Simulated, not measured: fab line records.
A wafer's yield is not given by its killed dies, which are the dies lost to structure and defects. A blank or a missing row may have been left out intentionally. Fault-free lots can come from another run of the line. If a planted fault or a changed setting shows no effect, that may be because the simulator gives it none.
fab line records | flow n5Finfet | part 1 of 2: steps 1 to 4 of 6
record lots=24 wafers=72 lastDay=19
route steps=1938 shown MOL_CONTACT_COAG@603 BEOL_M0_SAQP@634
lots untouched by any fault: they come from a run of this same line in which no faults occurred
startH: hours from the record's first day to the start of the lot's first wafer shown | waitH: time in hours since the lot's previous step | " same as the row above | L1.1+2: several wafers, shown together as one row | - value missing, or start not given | * or withheld: withheld | < > ~ a bound
route shown NAME@n: names a module that has steps shown in the file, with the first one's number in the route | usual: mean/standard deviation taken from wafers without a fault | same: alike in all rows | chamber/n: place in a boat | sites: readings site by site | _std_site: their standard deviation | _edge_site: outer sites' mean less inner sites' | radiusMm: for every site, how far away it sits from the centre of the wafer | mask NAME#n: copy n | behind: the last tool/chamber to shape the wafer | hold: why the lot was held/for how many hours/how that ended | device: the n, p or np transistor that did not switch | end of line: at the end of the route, the tests of the same wafers | step lacking rows: just its recipe | killed: dies lost to structure and defects at the first sort, not the wafer's yield | map: a wafer's dies, marking killed ones x, the rest . and places with no die _
set.NAME: setting as actually run; set.NAME@STEP: the setting as run at that earlier step | model.NAME: the simulator's own value behind a step, which no gauge read
one table for each step of the route and one row for each wafer, over a sample of lots
services: from which hour (startH, from the record's first day; less than 0 if before it) a tool's chamber was out of use, for how many hours, and why
## steps
# step N5_MOL_CONTACT_COAG_OVL_MEAS_41
# recipe pointsPerWafer=522
# usual VD_OVL=0.4/0.65
# columns lot.wafer tool chamber startH waitH VD_OVL[nm]
L074.1 overlay-01 0 104.28 0.0 -0.6
L074.3 " 0 " " -0.6
L074.5 " 0 " " -0.8
L075.1 overlay-02 0 109.25 0.0 -0.9
L075.4 " 0 " " 0.2
L075.6 " 0 " " 0.7
L076.2 overlay-01 0 115.26 0.0 0.6
L076.3 " 0 " " 0.9
L076.6 " 0 " " 1.0
L077.2 overlay-01 0 115.49 0.0 1.4
L077.3 " 0 " " 1.0
L077.4 " 0 " " 0.2
L078.1 overlay-01 0 127.32 0.0 0.1
L078.3 " 0 " " 0.2
L078.6 " 0 " " 1.0
L079.2 overlay-01 0 130.55 0.0 0.6
L079.3 " 0 " " -0.4
L079.5 " 0 " " 1.5
L080.1 overlay-02 0 135.55 0.0 -0.6
L080.3 " 0 " " 0.4
L080.4 " 0 " " 0.4
L081.1 overlay-02 0 139.73 0.0 0.5
L081.4 " 0 " " 0.6
L081.6 " 0 " " -0.1
L082.1 overlay-01 0 149.31 0.0 0.0
L082.3 " 0 " " 0.7
L082.6 " 0 " " -0.1
L083.1 overlay-01 0 155.69 0.0 0.5
L083.2 " 0 " " 1.7
L083.3 " 0 " " -0.2
L084.3 overlay-01 0 162.36 0.0 0.3
L084.4 " 0 " " 0.2
L084.6 " 0 " " 0.6
L085.3 overlay-02 0 170.93 0.0 -1.6
L085.5 " 0 " " -0.1
L085.6 " 0 " " 0.3
L086.1 overlay-01 0 173.44 0.0 0.5
L086.4 " 0 " " 0.6
L086.5 " 0 " " -0.1
L087.1 overlay-02 0 173.50 0.0 1.7
L087.4 " 0 " " 1.0
L087.5 " 0 " " 0.7
L088.3 overlay-01 0 190.75 0.0 -0.5
L088.5 " 0 " " 0.8
L088.6 " 0 " " -0.3
L089.2 overlay-01 0 192.42 0.0 0.9
L089.3 " 0 " " 0.3
L089.5 " 0 " " 0.3
L090.1 overlay-02 0 201.71 0.0 1.2
L090.3 " 0 " " 0.3
L090.6 " 0 " " 1.3
L091.1 overlay-02 0 204.24 0.0 0.0
L091.4 " 0 " " 0.7
L091.6 " 0 " " 0.5
L092.2 overlay-02 0 212.30 0.0 0.4
L092.3 " 0 " " 0.8
L092.6 " 0 " " -0.1
L093.1 overlay-02 0 212.95 0.0 1.2
L093.3 " 0 " " 0.0
L093.5 " 0 " " -0.2
L094.3 overlay-02 0 225.08 0.0 0.2
L094.5 " 0 " " -0.1
L094.6 " 0 " " 1.3
L095.2 overlay-01 0 225.91 0.0 0.6
L095.4 " 0 " " -0.4
L095.5 " 0 " " 0.7
L096.3 overlay-01 0 230.33 0.0 1.4
L096.4 " 0 " " 0.7
L096.5 " 0 " " 0.7
L097.1 overlay-01 0 236.33 0.0 0.4
L097.3 " 0 " " 0.5
L097.4 " 0 " " 0.6
# step N5_MOL_CONTACT_COAG_INSPECT_42
# recipe mode=adi inspectInstrument=brightfield
# usual rawDefectCount=216/59
# columns lot.wafer tool chamber startH waitH rawDefectCount
L074.1 defectInspect-02 - 104.34 0.1 202
L074.3 " - " " 231
L074.5 " - " " 308
L075.1 defectInspect-02 - 109.31 0.1 219
L075.4 " - " " 145
L075.6 " - " " 384
L076.2 defectInspect-02 - 115.31 0.0 202
L076.3 " - " " 204
L076.6 " - " " 219
L077.2 defectInspect-02 - 115.54 0.0 311
L077.3 " - " " 228
L077.4 " - " " 238
L078.1 defectInspect-01 - 127.38 0.1 168
L078.3 " - " " 273
L078.6 " - " " 253
L079.2 defectInspect-02 - 130.60 0.0 226
L079.3 " - " " 221
L079.5 " - " " 248
L080.1 defectInspect-01 - 135.61 0.1 181
L080.3 " - " " 253
L080.4 " - " " 209
L081.1 defectInspect-01 - 139.80 0.1 149
L081.4 " - " " 217
L081.6 " - " " 163
L082.1 defectInspect-01 - 149.37 0.1 271
L082.3 " - " " 213
L082.6 " - " " 245
L083.1 defectInspect-02 - 155.75 0.1 296
L083.2 " - " " 250
L083.3 " - " " 230
L084.3 defectInspect-01 - 162.41 0.0 157
L084.4 " - " " 163
L084.6 " - " " 111
L085.3 defectInspect-02 - 170.98 0.0 275
L085.5 " - " " 262
L085.6 " - " " 228
L086.1 defectInspect-02 - 173.50 0.1 244
L086.4 " - " " 263
L086.5 " - " " 352
L087.1 defectInspect-02 - 173.56 0.1 220
L087.4 " - " " 295
L087.5 " - " " 171
L088.3 defectInspect-01 - 190.80 0.0 141
L088.5 " - " " 158
L088.6 " - " " 135
L089.2 defectInspect-01 - 192.48 0.1 212
L089.3 " - " " 180
L089.5 " - " " 153
L090.1 defectInspect-02 - 201.77 0.1 263
L090.3 " - " " 194
L090.6 " - " " 164
L091.1 defectInspect-02 - 204.30 0.1 185
L091.4 " - " " 309
L091.6 " - " " 247
L092.2 defectInspect-01 - 212.36 0.0 227
L092.3 " - " " 229
L092.6 " - " " 200
L093.1 defectInspect-01 - 213.01 0.1 146
L093.3 " - " " 161
L093.5 " - " " 140
L094.3 defectInspect-02 - 225.12 0.0 222
L094.5 " - " " 205
L094.6 " - " " 223
L095.2 defectInspect-01 - 225.96 0.0 159
L095.4 " - " " 162
L095.5 " - " " 170
L096.3 defectInspect-02 - 230.38 0.0 269
L096.4 " - " " 331
L096.5 " - " " 281
L097.1 defectInspect-01 - 236.38 0.1 153
L097.3 " - " " 172
L097.4 " - " " 134
# step N5_MOL_CONTACT_COAG_ETCH_124
# recipe chemistry=CH3F/O2 target=SiNx targetDepthA=65 maskMaterial=SOC stopOn=SiOC overEtchFrac=0.3 ionEnergyEv=120 pressureMtorr=30 sourceW=395 biasW=73 Ar_flow_sccm=150 CH3F_flow_sccm=30 O2_flow_sccm=20 ends=endPoint
# usual biasW=73.02/0.21 drypumpMotorCurrentA=5.6/0.52 oesProductAu=0.70/0.071 rfVppV=298/4.4 showerheadPlenumPTorr=2.02/0.075 throttleValvePct=16.29/0.22
# same overEtchFrac=0.3
# columns lot.wafer tool chamber startH waitH biasW drypumpMotorCurrentA oesProductAu rfHoursCounterH rfVppV showerheadPlenumPTorr throttleValvePct
L074.1 rieDiel-03 1 105.15 0.0 73.22 6.3 0.71 74 303 2.04 16.06
L074.3 " 0 " " 73.28 5.2 0.70 82 299 2.10 16.29
L074.5 " 0 " " 73.19 5.2 0.69 - 297 2.10 16.31
L075.1 rieDiel-03 3 109.96 0.0 73.06 5.7 0.72 70 295 1.95 16.11
L075.4 " 2 " " 72.82 5.6 0.75 49 304 1.94 16.29
L075.6 " 3 " " 73.42 5.7 0.72 - 294 1.95 16.11
L076.2 rieDiel-04 2 115.85 0.0 72.86 6.7 0.60 199 298 1.99 16.78
L076.3 " 0 " " 72.82 4.9 0.72 73 291 1.96 16.36
L076.6 " 2 " " 73.14 6.7 0.60 - 296 1.99 16.76
L077.2 rieDiel-03 1 116.10 0.0 73.09 6.2 0.70 76 303 2.04 16.06
L077.3 " 0 " " 72.91 5.2 0.70 84 299 2.10 16.29
L077.4 " 3 " " 72.67 5.7 0.72 71 294 1.95 16.10
L078.1 rieDiel-03 3 128.53 0.0 73.37 5.7 0.71 74 294 1.95 16.12
L078.3 " 0 " " 73.15 5.2 0.69 87 296 2.10 16.31
L078.6 " 3 " " 73.40 5.7 0.71 - 296 1.95 16.11
L079.2 rieDiel-06 1 131.29 0.0 73.11 5.9 0.79 20 301 2.13 16.14
L079.3 " 2 " " 72.71 5.3 0.60 227 297 2.05 16.51
L079.5 " 1 " " 73.17 5.9 0.81 - 303 2.13 16.13
L080.1 rieDiel-03 0 136.14 0.0 72.88 5.2 0.70 89 298 2.10 16.33
L080.3 " 3 " " 72.84 5.7 0.71 77 294 1.95 16.10
L080.4 " 1 " " 72.92 6.3 0.69 81 303 2.04 16.07
L081.1 rieDiel-06 2 140.46 0.0 73.15 5.4 0.60 229 299 2.05 16.54
L081.4 " 3 " " 72.96 4.9 0.81 12 304 2.15 16.46
L081.6 " 1 " " 73.03 5.9 0.79 - 302 2.13 16.14
L082.1 rieDiel-03 1 149.90 0.0 72.99 6.3 0.69 86 302 2.04 16.09
L082.3 " 0 " " 73.28 5.2 0.69 94 298 2.10 16.32
L082.6 " 3 " " 73.02 5.7 0.71 - 294 1.95 16.15
L083.1 rieDiel-03 1 156.29 0.0 73.31 6.3 0.69 88 304 2.03 16.06
L083.2 " 3 " " 73.22 5.7 0.70 84 293 1.94 16.15
L083.3 " 0 " " 72.82 5.2 0.69 96 299 2.09 16.31
L084.3 rieDiel-04 3 162.94 0.0 73.39 5.7 0.61 182 291 2.01 16.29
L084.4 " 2 " " 72.98 6.8 0.59 209 297 1.99 16.80
L084.6 " 0 " " 72.89 4.9 0.70 - 292 1.95 16.39
L085.3 rieDiel-04 0 171.62 0.0 73.24 4.9 0.70 90 290 1.95 16.37
L085.5 " 3 " " 72.79 5.8 0.61 - 292 2.00 16.30
L085.6 " 2 " " 73.24 6.7 0.59 - 297 1.99 16.79
L086.1 rieDiel-04 2 174.36 0.0 73.15 6.8 0.59 214 297 1.98 16.81
L086.4 " 0 " " 72.87 4.9 0.70 91 292 1.95 16.39
L086.5 " 2 " " 73.27 6.7 0.58 - 298 1.98 16.82
L087.1 rieDiel-06 1 174.93 0.0 73.26 5.9 0.77 33 301 2.13 16.15
L087.4 " 3 " " 72.94 4.9 0.80 22 303 2.14 16.48
L087.5 " 1 " " 73.19 5.9 0.77 - 301 2.13 16.14
L088.3 rieDiel-04 3 191.41 0.0 73.40 5.8 0.60 191 292 2.00 16.33
L088.5 " 0 " " 72.89 4.9 0.70 - 291 1.95 16.39
L088.6 " 3 " " 73.43 5.8 0.60 - 291 2.00 16.31
L089.2 rieDiel-06 3 193.05 0.0 73.23 5.0 0.78 30 303 2.14 16.49
L089.3 " 0 " " 73.16 5.3 0.77 20 297 2.03 16.12
L089.5 " 3 " " 72.91 4.9 0.79 - 305 2.14 16.49
L090.1 rieDiel-04 2 202.58 0.0 73.07 6.7 0.58 223 296 1.98 16.83
L090.3 " 1 " " 73.33 5.7 0.64 184 294 1.90 16.03
L090.6 " 1 " " 73.05 5.7 0.64 - 295 1.90 16.02
L091.1 rieDiel-06 1 204.86 0.0 73.16 5.9 0.76 43 301 2.12 16.17
L091.4 " 0 " " 73.06 5.2 0.77 24 296 2.03 16.13
L091.6 " 3 " " 72.57 4.9 0.78 - 304 2.14 16.51
L092.2 rieDiel-03 3 213.11 0.0 73.14 5.7 0.68 106 294 1.94 16.17
L092.3 " 1 " " 72.74 6.3 0.67 110 302 2.03 16.10
L092.6 " 0 " " 73.13 5.1 0.66 - 298 2.09 16.38
L093.1 rieDiel-06 1 213.90 0.0 72.83 5.9 0.75 46 301 2.12 16.18
L093.3 " 0 " " 72.56 5.2 0.77 27 297 2.03 16.11
L093.5 " 1 " " 72.73 5.9 0.75 - 300 2.12 16.15
L094.3 rieDiel-04 3 225.82 0.0 73.01 5.8 0.60 202 291 2.00 16.32
L094.5 " 0 " " 73.10 4.9 0.68 - 291 1.95 16.41
L094.6 " 3 " " 73.02 5.8 0.60 - 291 2.00 16.32
L095.2 rieDiel-06 1 226.54 0.0 72.92 5.9 0.75 52 302 2.12 16.17
L095.4 " 1 " " 72.74 5.9 0.75 - 301 2.12 16.18
L095.5 " 3 " " 72.85 4.9 0.76 - 303 2.14 16.53
L096.3 rieDiel-06 3 231.40 0.0 73.07 4.9 0.77 44 302 2.14 16.53
L096.4 " 0 " " 73.03 5.3 0.76 35 296 2.02 16.15
L096.5 " 2 " " 72.74 5.4 0.84 - 299 2.04 16.10
L097.1 rieDiel-04 3 236.92 0.0 72.88 5.8 0.59 206 292 2.00 16.33
L097.3 " 2 " " 73.05 6.7 0.57 234 297 1.98 16.82
L097.4 " 1 " " 73.19 5.7 0.63 194 295 1.90 16.05
# step N5_BEOL_M0_SAQP_HM_DEP_02
# recipe material=TiN targetThkA=120 tempC=25 chamberPressurePa=0.49996
# usual susceptorTempC=25.00/0.11 throttleValvePct=29.9/1.2
# columns lot.wafer tool chamber startH waitH susceptorTempC throttleValvePct
L074.1 pvdSputter-01 - 110.20 0.6 25.09 30.3
L074.3 " - " " 24.92 31.6
L074.5 " - " " 25.08 31.6
L075.1 pvdSputter-02 - 116.07 1.3 25.03 29.6
L075.4 " - " " 25.11 28.4
L075.6 " - " " 25.05 29.6
L076.2 pvdSputter-02 - 122.20 1.9 24.93 28.8
L076.3 " - " " 25.04 28.5
L076.6 " - " " 24.98 28.3
L077.2 pvdSputter-01 - 123.42 0.1 25.02 31.7
L077.3 " - " " 24.96 31.7
L077.4 " - " " 25.14 30.6
L078.1 pvdSputter-01 - 134.23 1.2 24.99 30.4
L078.3 " - " " 25.03 31.7
L078.6 " - " " 24.99 31.3
L079.2 pvdSputter-03 - 137.52 1.5 25.02 30.4
L079.3 " - " " 24.96 28.1
L079.5 " - " " 25.04 28.3
L080.1 pvdSputter-03 - 142.61 2.0 25.01 30.0
L080.3 " - " " 25.09 28.2
L080.4 " - " " 25.04 30.4
L081.1 pvdSputter-02 - 147.72 2.7 24.94 28.8
L081.4 " - " " 25.03 30.4
L081.6 " - " " 24.97 29.5
L082.1 pvdSputter-01 - 156.84 2.4 25.02 31.6
L082.3 " - " " 25.00 31.4
L082.6 " - " " 25.07 30.4
L083.1 pvdSputter-02 - 161.72 0.9 24.99 29.5
L083.2 " - " " 25.10 28.2
L083.3 " - " " 25.10 29.1
L084.3 pvdSputter-03 - 167.76 0.3 25.18 30.2
L084.4 " - " " 25.08 30.2
L084.6 " - " " 25.03 28.0
L085.3 pvdSputter-03 - 177.16 1.1 24.87 30.1
L085.5 " - " " 25.01 30.2
L085.6 " - " " 24.87 29.9
L086.1 pvdSputter-03 - 180.24 1.1 25.22 28.3
L086.4 " - " " 24.92 29.8
L086.5 " - " " 25.15 28.3
L087.1 pvdSputter-01 - 185.27 3.2 24.83 31.5
L087.4 " - " " 25.00 31.9
L087.5 " - " " 24.99 30.6
L088.3 pvdSputter-02 - 198.32 2.3 25.21 29.0
L088.5 " - " " 25.04 28.4
L088.6 " - " " 24.87 28.7
L089.2 pvdSputter-02 - 199.42 0.5 24.97 28.7
L089.3 " - " " 25.00 29.6
L089.5 " - " " 25.01 30.1
L090.1 pvdSputter-01 - 207.64 0.3 25.05 30.5
L090.3 " - " " 25.16 31.5
L090.6 " - " " 25.19 30.7
L091.1 pvdSputter-03 - 212.73 2.4 24.83 29.3
L091.4 " - " " 25.01 30.6
L091.6 " - " " 25.11 29.6
L092.2 pvdSputter-02 - 219.80 2.2 24.96 28.5
L092.3 " - " " 25.03 30.0
L092.6 " - " " 24.97 28.2
L093.1 pvdSputter-01 - 221.40 0.7 24.75 31.4
L093.3 " - " " 25.15 31.8
L093.5 " - " " 25.19 31.5
L094.3 pvdSputter-03 - 231.14 0.8 25.06 29.1
L094.5 " - " " 25.12 29.4
L094.6 " - " " 24.75 28.5
L095.2 pvdSputter-03 - 234.57 1.2 25.24 30.0
L095.4 " - " " 25.20 28.3
L095.5 " - " " 25.10 28.0
L096.3 pvdSputter-02 - 237.96 1.6 25.05 30.4
L096.4 " - " " 25.11 28.7
L096.5 " - " " 24.97 28.7
L097.1 pvdSputter-03 - 247.28 0.9 24.99 29.5
L097.3 " - " " 24.90 28.3
L097.4 " - " " 24.90 30.4
